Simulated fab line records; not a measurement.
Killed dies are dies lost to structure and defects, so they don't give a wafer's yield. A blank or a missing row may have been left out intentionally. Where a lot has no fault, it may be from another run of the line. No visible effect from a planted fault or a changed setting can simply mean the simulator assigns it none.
The same fault as seen by 2 desks -- flow nand-harc -- numbers are kept per desk, each desk with only its own; the story behind them comes last

== TOOL OWNER'S DESK, rie-diel-08 ==
The tool's own readings at NHARC_A_CONTACT_ETCH_89 (etches the open film in N2/H2, target depth 260 nm, time 475.3 s): means of the sampled wafers that have a number, for each lot that ran on this tool. Any lot whose mean is over 4 standard deviations away from the usual mean is out of limits and marked OUT; that distance is given in the brackets.
Columns: A = drypump-motor-current-A at NHARC_A_CONTACT_ETCH_89, usual 5.8 A; B = oes-product-au at NHARC_A_CONTACT_ETCH_89, usual 1.000 a.u.; C = rf-vpp-V at NHARC_A_CONTACT_ETCH_89, usual 430.5 V; D = showerhead-plenum-p-Torr at NHARC_A_CONTACT_ETCH_89, usual 2.04 Torr; E = throttle-valve-pct at NHARC_A_CONTACT_ETCH_89, usual 14.172 %
lot,first seen here,A,B,C,D,E
L523,day 17 10:03,5.8,1.006,430.0,2.02,14.171
L525,day 17 16:25,5.3,1.005,431.9,2.09,14.167
L524,day 17 21:48,6.2,1.000,427.9,1.96,14.172
L530,day 19 06:43,5.8,1.004,429.7,2.02,14.178
L534,day 19 17:29,5.8,0.998,429.5,2.03,14.177
L535,day 20 07:52,6.2,0.961,428.8,1.95,14.181
This desk's finding: nothing out of limits on any of the 6 lots.

== THE METROLOGY DESK ==
Lot by lot, what the gauges showed, no matter which tool ran the lot: averages of those sampled wafers that carry a number. Any lot whose mean is over 4 standard deviations away from the usual mean is out of limits and marked OUT; that distance is given in the brackets.
Columns: A = cd-nm at NHARC_A_CONTACT_CD_MEAS_80, usual 189.8 nm
lot,first seen here,A
L520,day 16 19:20,189.6
L522,day 16 20:57,190.1
L521,day 16 21:26,189.8
L523,day 17 06:43,190.0
L525,day 17 13:11,189.6
L524,day 17 16:53,189.1
L526,day 17 23:09,189.4
L528,day 18 23:10,189.7
L530,day 19 03:19,189.8
L534,day 19 13:11,190.0
L533,day 19 13:30,189.2
L535,day 20 03:44,190.3
L542,day 23 07:23,191.1
This desk's finding: nothing out of limits on any of the 13 lots.

== ALL TOGETHER ==
The tool owner's desk saw nothing out of limits.
Nothing out of limits was seen by the metrology desk.

== WHAT HAD BEEN PUT IN BY THE SIMULATOR ==
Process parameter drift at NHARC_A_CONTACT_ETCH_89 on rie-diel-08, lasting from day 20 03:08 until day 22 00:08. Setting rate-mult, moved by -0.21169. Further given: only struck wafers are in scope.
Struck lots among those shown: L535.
